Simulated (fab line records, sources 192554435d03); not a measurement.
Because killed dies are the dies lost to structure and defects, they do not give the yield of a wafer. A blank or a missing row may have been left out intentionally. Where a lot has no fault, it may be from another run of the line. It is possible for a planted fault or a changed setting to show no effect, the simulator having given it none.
A struck lot beside a sound one + flow n5-finfet + 14 steps out of a route of 1938
Sound: the wafers L186.3, L186.4, L186.5. Struck: wafer L199.1 (left out: L199.4, L199.6 of the same lot, which were not struck); the cause appears at the end.
For every step that has rows: the tool of each side, followed by ch and its chambers, followed by its first start. Under that, the readings that differ: sound wafers + struck wafers + difference of the means + sigmas: that difference in standard deviations of wafers without a fault.
alike: readings whose means differ by less than 2 such deviations, and words and numbers that are the same on both sides. not compared: withheld readings, readings that some wafer has no value for, bounds like >300 that may hide the same value, and numbers for which the record gives no deviation and whose values overlap.
A row with sigmas, a row that says differs or no value, or rows on one side alone: a step with any of these is where the two part. When numbers do not overlap yet have no deviation, they are printed without sigmas and do not part them. A reading that every wafer of one side lacks parts them only if that side has two wafers or more.

first, 1 step without rows for these wafers: N5_BEOL_M13_STRIP_69 (strips in N2/H2).
N5_BEOL_M13_TRENCH_ETCH_34: etches SiOC in C4F8/O2/Ar, target depth 413.47 nm, time 162.6 s.
  sound on rie-diel-06 ch 0,1,3, day 11 17:56; struck on rie-diel-06 ch 1, day 16 00:06
| reading               | sound          | struck | difference | sigmas |
|-----------------------|----------------|--------|------------|--------|
| oes-product-au (a.u.) | 0.71 0.67 0.78 | 0.92   | +0.20      | +2     |
  alike: drypump-motor-current-A, rf-vpp-V, showerhead-plenum-p-Torr, throttle-valve-pct
  not compared: rf-hours-counter-h
then, 1 step without rows for these wafers: N5_BEOL_M13_STRIP_70 (strips in C4F8/O2/Ar).
N5_BEOL_M13_OCD_MEAS_35:
  sound on ocd-01, day 11 18:07; struck on ocd-01, day 16 00:16
  alike: trench-depth-nm
N5_BEOL_M13_STRIP_37: strips in N2/H2.
  sound on plasma-asher-01 ch 0,1, day 11 18:10; struck on plasma-asher-02 ch 1, day 16 00:19
| reading                | sound       | struck | difference                   | sigmas |
|------------------------|-------------|--------|------------------------------|--------|
| heater-power-w (W)     | 321 324 323 | 293    | -30                          | -2     |
| rf-hours-counter-h (h) | - - -       | 151    | no value on the sound wafers |        |
  alike: drypump-motor-current-A, oes-product-au
then, 3 steps without rows for these wafers: N5_BEOL_M13_ETCH_38 (etches SiCN in CF4/N2, target depth 67.5 nm, time 71.9 s); N5_BEOL_M13_PRECLEAN_39 (cleans in residue remover, time 60 s); N5_BEOL_M13_SRD_40 (time 30 s, dry time 30 s).
N5_BEOL_M13_DEGAS_41: time 60 s.
  sound on pvd-sputter-02, day 11 19:22; struck on pvd-sputter-02, day 16 01:40
  alike: heater-power-w
N5_BEOL_M13_PRE_CLEAN_42: time 30 s.
  sound on pvd-sputter-02, day 11 19:24; struck on pvd-sputter-02, day 16 01:43
  alike: heater-power-w
N5_BEOL_M13_SPUTTER_43: material TaN, target thk 15 nm, time 24.19 s.
  sound on pvd-sputter-02, day 11 19:26; struck on pvd-sputter-02, day 16 01:45
  alike: cathode-dc-power-W, throttle-valve-pct
then, 1 step without rows for these wafers: N5_BEOL_M13_SPUTTER_44 (material Ta, target thk 10 nm, time 16.13 s).
N5_BEOL_M13_SPUTTER_45: material Cu, target thk 80 nm, time 13.33 s.
  sound on pvd-sputter-02, day 11 19:36; struck on pvd-sputter-02, day 16 01:55
| reading                | sound             | struck | difference | sigmas      |
|------------------------|-------------------|--------|------------|-------------|
| cathode-dc-power-W (W) | 26002 26007 25996 | 31443  | +5441      | +99 or more |
  alike: throttle-valve-pct
then, 1 step without rows for these wafers: N5_BEOL_M13_ECD_47 (material Cu, target thk 936 nm).

## WHERE THEY PART
At N5_BEOL_M13_TRENCH_ETCH_34 first; at N5_BEOL_M13_SPUTTER_45 last (within this record only).

WHY: whatever the simulator had introduced
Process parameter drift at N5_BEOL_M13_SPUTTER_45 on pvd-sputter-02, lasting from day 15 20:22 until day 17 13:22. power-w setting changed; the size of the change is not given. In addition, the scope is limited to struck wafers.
